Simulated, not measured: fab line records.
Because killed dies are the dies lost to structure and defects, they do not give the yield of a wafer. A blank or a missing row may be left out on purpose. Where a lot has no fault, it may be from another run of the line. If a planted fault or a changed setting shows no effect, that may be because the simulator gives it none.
Which tool did it? :: flow n5Finfet :: 30 wafers from 10 lots sampled at 5 of the route's 1938 steps

== WHAT EACH GAUGE READ, for each wafer ==
N5_SD_EPI_N_EPI_MEAS_23.
lot: L691
measured: day 3 14:43
on: filmMetro-02
thkNm (nm): 58.5 58.5 57.7

lot: L695
measured: day 4 09:52
on: filmMetro-01
thkNm (nm): 58.0 60.0 57.8

lot: L699
measured: day 5 10:13
on: filmMetro-02
thkNm (nm): 61.3 57.2 60.4

lot: L702
measured: day 6 14:16
on: filmMetro-01
thkNm (nm): 62.1 60.4 60.7

lot: L703
measured: day 6 18:27
on: filmMetro-01
thkNm (nm): 58.0 59.6 58.5

lot: L704
measured: day 6 20:17
on: filmMetro-01
thkNm (nm): 59.5 57.9 57.6

lot: L706
measured: day 7 05:11
on: filmMetro-01
thkNm (nm): 59.1 58.8 60.3

lot: L708
measured: day 7 15:46
on: filmMetro-01
thkNm (nm): 60.2 60.0 61.0

lot: L710
measured: day 8 06:41
on: filmMetro-02
thkNm (nm): 59.9 60.3 62.2

lot: L712
measured: day 8 17:53
on: filmMetro-01
thkNm (nm): 58.9 61.0 59.8

N5_BEOL_M4_RC_MEAS_101.
lot: L691
measured: day 8 05:31
on: prober-02
DIBL_N (mV/V): 33.9 36.2 35.7
DIBL_P (mV/V): 34.2 36.9 35.3
IOFF_N (nA/um): 0.12 0.16 0.14
IOFF_P (nA/um): 0.18 0.23 0.21
ION_N (uA/um): 658 668 656
ION_P (uA/um): 458 462 454
SS_N (mV/dec): 71.0 71.5 70.8
SS_P (mV/dec): 72.4 73.3 72.4
VT_N (mV): 252 250 252
VT_P (mV): -251 -248 -249

lot: L695
measured: day 9 00:40
on: prober-01
DIBL_N (mV/V): 34.9 33.6 33.5
DIBL_P (mV/V): 35.4 34.7 34.3
IOFF_N (nA/um): 0.14 0.13 0.14
IOFF_P (nA/um): 0.21 0.20 0.21
ION_N (uA/um): 667 671 681
ION_P (uA/um): 468 470 480
SS_N (mV/dec): 71.2 71.3 71.0
SS_P (mV/dec): 72.8 72.7 72.3
VT_N (mV): 249 250 249
VT_P (mV): -248 -248 -247

lot: L699
measured: day 9 16:55
on: prober-01
DIBL_N (mV/V): 37.2 33.7 30.6
DIBL_P (mV/V): 39.2 35.7 31.6
IOFF_N (nA/um): 0.19 0.13 0.09
IOFF_P (nA/um): 0.23 0.18 0.13
ION_N (uA/um): 662 667 638
ION_P (uA/um): 451 454 441
SS_N (mV/dec): 72.9 70.8 70.6
SS_P (mV/dec): 73.5 72.9 72.3
VT_N (mV): 250 252 256
VT_P (mV): -249 -255 -255

lot: L702
measured: day 14 14:58
on: prober-01
DIBL_N (mV/V): 36.0 35.6 36.2
DIBL_P (mV/V): 36.1 35.3 35.1
IOFF_N (nA/um): 0.17 0.16 0.17
IOFF_P (nA/um): 0.25 0.23 0.22
ION_N (uA/um): 686 681 678
ION_P (uA/um): 473 468 467
SS_N (mV/dec): 71.2 71.7 71.7
SS_P (mV/dec): 72.8 72.9 73.2
VT_N (mV): 246 247 247
VT_P (mV): -243 -249 -248

lot: L703
measured: day 14 08:04
on: prober-02
DIBL_N (mV/V): 37.1 37.9 36.8
DIBL_P (mV/V): 36.4 38.7 35.7
IOFF_N (nA/um): 0.16 0.19 0.15
IOFF_P (nA/um): 0.20 0.26 0.21
ION_N (uA/um): 672 674 676
ION_P (uA/um): 461 468 469
SS_N (mV/dec): 72.1 71.9 71.6
SS_P (mV/dec): 73.9 74.0 73.9
VT_N (mV): 255 250 251
VT_P (mV): -252 -248 -250

lot: L704
measured: day 12 21:15
on: prober-01
DIBL_N (mV/V): 37.7 36.4 37.2
DIBL_P (mV/V): 35.8 34.5 34.4
IOFF_N (nA/um): 0.17 0.15 0.16
IOFF_P (nA/um): 0.22 0.19 0.19
ION_N (uA/um): 691 675 676
ION_P (uA/um): 473 462 460
SS_N (mV/dec): 72.6 72.1 72.3
SS_P (mV/dec): 73.5 72.9 72.9
VT_N (mV): 248 250 251
VT_P (mV): -246 -251 -251

lot: L706
measured: day 13 07:18
on: prober-02
DIBL_N (mV/V): 39.3 36.0 36.2
DIBL_P (mV/V): 40.2 35.6 36.0
IOFF_N (nA/um): 0.22 0.15 0.15
IOFF_P (nA/um): 0.29 0.19 0.20
ION_N (uA/um): 696 694 686
ION_P (uA/um): 484 475 472
SS_N (mV/dec): 72.3 70.8 71.5
SS_P (mV/dec): 74.4 73.4 73.3
VT_N (mV): 246 249 249
VT_P (mV): -245 -251 -252

lot: L708
measured: day 13 19:43
on: prober-02
DIBL_N (mV/V): 37.5 39.9 40.5
DIBL_P (mV/V): 35.8 38.6 39.5
IOFF_N (nA/um): 0.16 0.21 0.24
IOFF_P (nA/um): 0.21 0.25 0.27
ION_N (uA/um): 694 683 715
ION_P (uA/um): 471 462 481
SS_N (mV/dec): 71.5 72.6 72.2
SS_P (mV/dec): 74.1 74.0 74.0
VT_N (mV): 249 245 244
VT_P (mV): -249 -247 -245

lot: L710
measured: day 13 01:41
on: prober-01
DIBL_N (mV/V): 35.2 35.7 37.2
DIBL_P (mV/V): 36.5 36.8 39.7
IOFF_N (nA/um): 0.14 0.16 0.19
IOFF_P (nA/um): 0.17 0.18 0.22
ION_N (uA/um): 678 681 698
ION_P (uA/um): 458 457 471
SS_N (mV/dec): 70.4 71.7 72.5
SS_P (mV/dec): 72.9 73.2 73.5
VT_N (mV): 248 248 246
VT_P (mV): -257 -254 -250

lot: L712
measured: day 14 12:35
on: prober-02
DIBL_N (mV/V): 35.8 34.3 36.3
DIBL_P (mV/V): 36.4 34.6 36.0
IOFF_N (nA/um): 0.15 0.13 0.15
IOFF_P (nA/um): 0.23 0.19 0.21
ION_N (uA/um): 676 673 676
ION_P (uA/um): 469 465 465
SS_N (mV/dec): 72.4 71.7 72.0
SS_P (mV/dec): 73.1 72.1 72.5
VT_N (mV): 251 253 251
VT_P (mV): -249 -250 -249

== WHICH TOOL RAN EACH LOT (tool, then ch and the chambers of the sampled wafers, then the start) ==
lot: L691
N5_DUMMY_GATE_ETCH_44: rieSi-04 ch 0,1,2, day 3 08:59
N5_SD_EPI_P_COAT_34: lithoTrack-01 ch 0, day 3 15:19
N5_SD_EPI_P_STRIP_40: plasmaAsher-01 ch 1, day 3 16:36

lot: L695
N5_DUMMY_GATE_ETCH_44: rieSi-05 ch 0,2,3, day 4 04:15
N5_SD_EPI_P_COAT_34: lithoTrack-05 ch 0, day 4 10:34
N5_SD_EPI_P_STRIP_40: plasmaAsher-02 ch 0,1, day 4 11:53

lot: L699
N5_DUMMY_GATE_ETCH_44: rieSi-05 ch 0,1,2, day 5 04:37
N5_SD_EPI_P_COAT_34: lithoTrack-01 ch 0, day 5 11:15
N5_SD_EPI_P_STRIP_40: plasmaAsher-02 ch 0,1, day 5 12:25

lot: L702
N5_DUMMY_GATE_ETCH_44: rieSi-04 ch 0,1, day 6 08:22
N5_SD_EPI_P_COAT_34: lithoTrack-01 ch 0, day 6 14:59
N5_SD_EPI_P_STRIP_40: plasmaAsher-02 ch 0,1, day 6 16:40

lot: L703
N5_DUMMY_GATE_ETCH_44: rieSi-05 ch 0,2,3, day 6 13:02
N5_SD_EPI_P_COAT_34: lithoTrack-03 ch 0, day 6 19:06
N5_SD_EPI_P_STRIP_40: plasmaAsher-02 ch 0,1, day 6 20:28

lot: L704
N5_DUMMY_GATE_ETCH_44: rieSi-05 ch 0,1,2, day 6 14:38
N5_SD_EPI_P_COAT_34: lithoTrack-01 ch 0, day 6 20:52
N5_SD_EPI_P_STRIP_40: plasmaAsher-02 ch 0,1, day 6 22:01

lot: L706
N5_DUMMY_GATE_ETCH_44: rieSi-04 ch 0,3, day 6 23:33
N5_SD_EPI_P_COAT_34: lithoTrack-03 ch 0, day 7 06:30
N5_SD_EPI_P_STRIP_40: plasmaAsher-01 ch 0, day 7 07:50

lot: L708
N5_DUMMY_GATE_ETCH_44: rieSi-05 ch 1,2, day 7 10:42
N5_SD_EPI_P_COAT_34: lithoTrack-03 ch 0, day 7 16:20
N5_SD_EPI_P_STRIP_40: plasmaAsher-01 ch 0,1, day 7 17:38

lot: L710
N5_DUMMY_GATE_ETCH_44: rieSi-03 ch 0,1,2, day 7 23:54
N5_SD_EPI_P_COAT_34: lithoTrack-05 ch 0, day 8 07:19
N5_SD_EPI_P_STRIP_40: plasmaAsher-02 ch 0,1, day 8 08:48

lot: L712
N5_DUMMY_GATE_ETCH_44: rieSi-05 ch 0,1,3, day 8 11:34
N5_SD_EPI_P_COAT_34: lithoTrack-03 ch 0, day 8 18:28
N5_SD_EPI_P_STRIP_40: plasmaAsher-02 ch 0,1, day 8 19:38
- N5_DUMMY_GATE_ETCH_44: etches poly-Si in HBr/O2, stops on SiO2, target depth 127.5 nm.
- N5_SD_EPI_P_COAT_34: time 60 s, resist thk 350 nm.
- N5_SD_EPI_P_STRIP_40: strips in N2/H2.

== WHAT THE TOOLS THEMSELVES READ (means of the sampled wafers that have a number; where no wafer has one, the mark that the record gives instead) ==
N5_DUMMY_GATE_ETCH_44.
lot: L691
tool: rieSi-04
drypumpMotorCurrentA (A): 5.4
oesProductAu (a.u.): 0.739
rfFwdPowerW (W): 397.9
throttleValvePct (%): 18.38

lot: L695
tool: rieSi-05
drypumpMotorCurrentA (A): 5.7
oesProductAu (a.u.): 0.725
rfFwdPowerW (W): 397.7
throttleValvePct (%): 18.64

lot: L699
tool: rieSi-05
drypumpMotorCurrentA (A): 5.8
oesProductAu (a.u.): 0.740
rfFwdPowerW (W): 399.0
throttleValvePct (%): 18.46

lot: L702
tool: rieSi-04
drypumpMotorCurrentA (A): 5.1
oesProductAu (a.u.): 0.726
rfFwdPowerW (W): 397.5
throttleValvePct (%): 18.19

lot: L703
tool: rieSi-05
drypumpMotorCurrentA (A): 5.6
oesProductAu (a.u.): 0.738
rfFwdPowerW (W): 399.2
throttleValvePct (%): 18.64

lot: L704
tool: rieSi-05
drypumpMotorCurrentA (A): 5.8
oesProductAu (a.u.): 0.735
rfFwdPowerW (W): 399.1
throttleValvePct (%): 18.47

lot: L706
tool: rieSi-04
drypumpMotorCurrentA (A): 5.1
oesProductAu (a.u.): 0.732
rfFwdPowerW (W): 395.9
throttleValvePct (%): 18.15

lot: L708
tool: rieSi-05
drypumpMotorCurrentA (A): 6.1
oesProductAu (a.u.): 0.752
rfFwdPowerW (W): 400.1
throttleValvePct (%): 18.62

lot: L710
tool: rieSi-03
drypumpMotorCurrentA (A): 5.4
oesProductAu (a.u.): 0.731
rfFwdPowerW (W): 396.0
throttleValvePct (%): 18.49

lot: L712
tool: rieSi-05
drypumpMotorCurrentA (A): 5.3
oesProductAu (a.u.): 0.726
rfFwdPowerW (W): 397.0
throttleValvePct (%): 18.60

N5_SD_EPI_P_COAT_34.
lot: L691
tool: lithoTrack-01
resistLineTempC (C): 22.99
spinSpeedRpm (rpm): 1500.5

lot: L695
tool: lithoTrack-05
resistLineTempC (C): 22.79
spinSpeedRpm (rpm): 1499.3

lot: L699
tool: lithoTrack-01
resistLineTempC (C): 23.13
spinSpeedRpm (rpm): 1500.7

lot: L702
tool: lithoTrack-01
resistLineTempC (C): 23.03
spinSpeedRpm (rpm): 1459.6

lot: L703
tool: lithoTrack-03
resistLineTempC (C): 23.22
spinSpeedRpm (rpm): 1498.7

lot: L704
tool: lithoTrack-01
resistLineTempC (C): 22.97
spinSpeedRpm (rpm): 1459.2

lot: L706
tool: lithoTrack-03
resistLineTempC (C): 22.97
spinSpeedRpm (rpm): 1500.2

lot: L708
tool: lithoTrack-03
resistLineTempC (C): 22.86
spinSpeedRpm (rpm): 1500.0

lot: L710
tool: lithoTrack-05
resistLineTempC (C): 23.04
spinSpeedRpm (rpm): 1499.6

lot: L712
tool: lithoTrack-03
resistLineTempC (C): 23.00
spinSpeedRpm (rpm): 1499.5

N5_SD_EPI_P_STRIP_40.
lot: L691
tool: plasmaAsher-01
drypumpMotorCurrentA (A): 5.8
heaterPowerW (W): 332
oesProductAu (a.u.): 0.767
tempC (C): 249.94

lot: L695
tool: plasmaAsher-02
drypumpMotorCurrentA (A): 5.5
heaterPowerW (W): 358
oesProductAu (a.u.): 0.760
tempC (C): 250.03

lot: L699
tool: plasmaAsher-02
drypumpMotorCurrentA (A): 5.9
heaterPowerW (W): 361
oesProductAu (a.u.): 0.762
tempC (C): 250.15

lot: L702
tool: plasmaAsher-02
drypumpMotorCurrentA (A): 5.8
heaterPowerW (W): 355
oesProductAu (a.u.): 0.746
tempC (C): 250.03

lot: L703
tool: plasmaAsher-02
drypumpMotorCurrentA (A): 5.8
heaterPowerW (W): 361
oesProductAu (a.u.): 0.754
tempC (C): 250.08

lot: L704
tool: plasmaAsher-02
drypumpMotorCurrentA (A): 5.9
heaterPowerW (W): 360
oesProductAu (a.u.): 0.762
tempC (C): 249.97

lot: L706
tool: plasmaAsher-01
drypumpMotorCurrentA (A): 5.0
heaterPowerW (W): 363
oesProductAu (a.u.): 0.752
tempC (C): 249.90

lot: L708
tool: plasmaAsher-01
drypumpMotorCurrentA (A): 5.5
heaterPowerW (W): 346
oesProductAu (a.u.): 0.761
tempC (C): 249.97

lot: L710
tool: plasmaAsher-02
drypumpMotorCurrentA (A): 5.8
heaterPowerW (W): 357
oesProductAu (a.u.): 0.762
tempC (C): 250.25

lot: L712
tool: plasmaAsher-02
drypumpMotorCurrentA (A): 5.6
heaterPowerW (W): 356
oesProductAu (a.u.): 0.764
tempC (C): 249.80

== THE ANSWER, worked out from the rows above alone ==
Rule: the lots themselves supply what counts as usual. Put in order of their means at a reading, lots are off if they are a third of the lots or fewer, leave a main group of 4 or more, and stand apart from it by a gap of 3 or more times the standard deviation of the main group's means; of several such gaps the widest counts. The tables above print the reading to a certain number of digits; a main group whose means all agree to those digits is not used. Also off: a lot with no number at a reading for which 4 or more lots have one. Any other lot the step has rows for is counted as sound. First the gauges in route order, then the tools' own readings, where a lot's mean is used as printed above. The first step at which some lot is off is used, and at that step the reading that is off furthest; a lot without a number counts as furthest.
Off at N5_SD_EPI_P_COAT_34 (spinSpeedRpm): L702, L704. The main group: mean 1499.8 rpm, standard deviation 0.62.
A tool fits if, at that step or a process step before it, it ran every lot that is off, and no sound lot after the first of them. One fits: N5_SD_EPI_P_COAT_34 on lithoTrack-01. A fault onset in the window from L699 (day 5 11:15, its last sound lot) to L702 (day 6 14:59, its first lot off) fits.
The tool's own readings at N5_SD_EPI_P_COAT_34 bear it out: on the lots that are off they differ by more than 5 times the standard deviation of the sound lots' means. spinSpeedRpm reads 1459.4 rpm there against 1499.8 rpm on the sound lots.

== WHAT THE SIMULATOR HAD INSERTED ==
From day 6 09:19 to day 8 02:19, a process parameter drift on lithoTrack-01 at N5_SD_EPI_P_COAT_34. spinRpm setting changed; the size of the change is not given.
Struck lots among those shown: L702, L704. The rule above reached the same finding.
